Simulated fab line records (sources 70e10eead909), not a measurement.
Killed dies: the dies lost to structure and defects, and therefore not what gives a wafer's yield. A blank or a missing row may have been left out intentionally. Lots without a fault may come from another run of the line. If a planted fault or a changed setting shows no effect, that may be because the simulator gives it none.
What tool caused it? :: flow nand harc :: Sampling: 11 lots, 31 wafers, 4 of 1302 route steps

== WHAT EACH GAUGE READ, for each wafer ==
NHARC_A_SIN_REMOVE_INSPECT_04.
lot: L105
measured: day 20 10:13
on: defect inspect-01
raw defect count: 445 413 388

lot: L104
measured: day 20 13:58
on: defect inspect-01
raw defect count: 470 488 405

lot: L106
measured: day 21 00:59
on: defect inspect-02
raw defect count: 357 342 302

lot: L107
measured: day 21 13:29
on: defect inspect-02
raw defect count: 580 428 360

lot: L110
measured: day 22 08:53
on: defect inspect-02
raw defect count: 304 337 404

lot: L115
measured: day 24 21:51
on: defect inspect-02
raw defect count: 395 863 774 383 864 773

lot: L118
measured: day 26 01:08
on: defect inspect-01
raw defect count: 918 906

lot: L124
measured: day 28 07:31
on: defect inspect-02
raw defect count: 454 385 317

lot: L123
measured: day 28 11:15
on: defect inspect-01
raw defect count: 484 435 459

lot: L126
measured: day 29 09:50
on: defect inspect-01
raw defect count: 469 382 351

lot: L125
measured: day 29 14:23
on: defect inspect-01
raw defect count: 335 303 431

== WHAT TOOL EACH LOT RAN ON (gives the tool, then ch and the chambers of the sampled wafers, and finally the start) ==
lot: L105
NHARC_A_SGD_CUT_ETCHBACK_24: rie diel-11 ch 0,1,2, day 19 16:10
NHARC_A_SLIT_ETCH_24: rie diel-09 ch 0,1,2, day 19 21:21
NHARC_A_SLIT_ETCH_17: har etch-01 ch 0,1, day 19 22:31

lot: L104
NHARC_A_SGD_CUT_ETCHBACK_24: rie diel-05 ch 1,2, day 19 16:10
NHARC_A_SLIT_ETCH_24: rie diel-09 ch 0,1,2, day 19 23:59
NHARC_A_SLIT_ETCH_17: har etch-01 ch 0,1, day 20 02:20

lot: L106
NHARC_A_SGD_CUT_ETCHBACK_24: rie diel-05 ch 1,2, day 20 06:37
NHARC_A_SLIT_ETCH_24: rie diel-10 ch 0,1,3, day 20 12:05
NHARC_A_SLIT_ETCH_17: har etch-02 ch 0,1, day 20 14:26

lot: L107
NHARC_A_SGD_CUT_ETCHBACK_24: rie diel-11 ch 0,1,3, day 20 16:13
NHARC_A_SLIT_ETCH_24: rie diel-09 ch 1,2,3, day 20 21:38
NHARC_A_SLIT_ETCH_17: har etch-01 ch 0,1, day 21 01:52

lot: L110
NHARC_A_SGD_CUT_ETCHBACK_24: rie diel-11 ch 0,2,3, day 21 09:49
NHARC_A_SLIT_ETCH_24: rie diel-10 ch 0,2,3, day 21 20:04
NHARC_A_SLIT_ETCH_17: har etch-02 ch 0, day 21 21:50

lot: L115
NHARC_A_SGD_CUT_ETCHBACK_24: rie diel-11 ch 1,2, day 24 01:47
NHARC_A_SLIT_ETCH_24: rie diel-10 ch 0,1,2, day 24 09:01
NHARC_A_SLIT_ETCH_17: har etch-01 ch 0,1, day 24 10:46

lot: L118
NHARC_A_SGD_CUT_ETCHBACK_24: rie diel-07 ch 1, day 25 07:04
NHARC_A_SLIT_ETCH_24: rie diel-08 ch 0, day 25 12:23
NHARC_A_SLIT_ETCH_17: har etch-01 ch 1, day 25 15:20

lot: L124
NHARC_A_SGD_CUT_ETCHBACK_24: rie diel-07 ch 0,1,2, day 27 12:51
NHARC_A_SLIT_ETCH_24: rie diel-08 ch 0,1,3, day 27 19:05
NHARC_A_SLIT_ETCH_17: har etch-02 ch 0,1, day 27 20:51

lot: L123
NHARC_A_SGD_CUT_ETCHBACK_24: rie diel-07 ch 0,1,3, day 27 12:58
NHARC_A_SLIT_ETCH_24: rie diel-10 ch 0,1, day 27 20:00
NHARC_A_SLIT_ETCH_17: har etch-01 ch 0,1, day 27 23:38

lot: L126
NHARC_A_SGD_CUT_ETCHBACK_24: rie diel-05 ch 0,2, day 28 15:35
NHARC_A_SLIT_ETCH_24: rie diel-09 ch 2,3, day 28 21:01
NHARC_A_SLIT_ETCH_17: har etch-01 ch 0,1, day 28 22:11

lot: L125
NHARC_A_SGD_CUT_ETCHBACK_24: rie diel-05 ch 0,1,2, day 28 19:59
NHARC_A_SLIT_ETCH_24: rie diel-09 ch 1,2,3, day 29 01:24
NHARC_A_SLIT_ETCH_17: har etch-02 ch 1, day 29 02:34
- NHARC_A_SGD_CUT_ETCHBACK_24: etches the open film in CH3F/O2, target depth 50 nm, time 92.857 s.
- NHARC_A_SLIT_ETCH_24: etches the open film in CF4/CHF3, target depth 121 nm, time 60.5 s.
- NHARC_A_SLIT_ETCH_17: etches the open film in C4F8/O2/Ar, time 4254.5 s, target depth 20300 nm.

== THE ANSWER, worked out from the rows above alone ==
Rule: the lots themselves supply what counts as usual. Put in order of their means at a reading, lots are off if they are a third of the lots or fewer, leave a main group of 4 or more, and stand apart from it by a gap of 3 or more times the standard deviation of the main group's means; of several such gaps the widest counts. The tables above print the reading to a certain number of digits; a main group whose means all agree to those digits is not used. A lot without any number at a reading at which 4 lots or more have one is off too. All remaining lots with rows at the step are treated as sound.
Off, at NHARC_A_SIN_REMOVE_INSPECT_04 on raw defect count: L115, L118. Main group: mean 401, sd 46.
If a tool, at a process step before that reading, ran all the lots that are off and no sound lot after the first of them, it fits. The gauges at NHARC_A_SIN_REMOVE_INSPECT_04 are tried like those tools. No candidate that was tried fits.

== WHAT THE SIMULATOR PUT IN ==
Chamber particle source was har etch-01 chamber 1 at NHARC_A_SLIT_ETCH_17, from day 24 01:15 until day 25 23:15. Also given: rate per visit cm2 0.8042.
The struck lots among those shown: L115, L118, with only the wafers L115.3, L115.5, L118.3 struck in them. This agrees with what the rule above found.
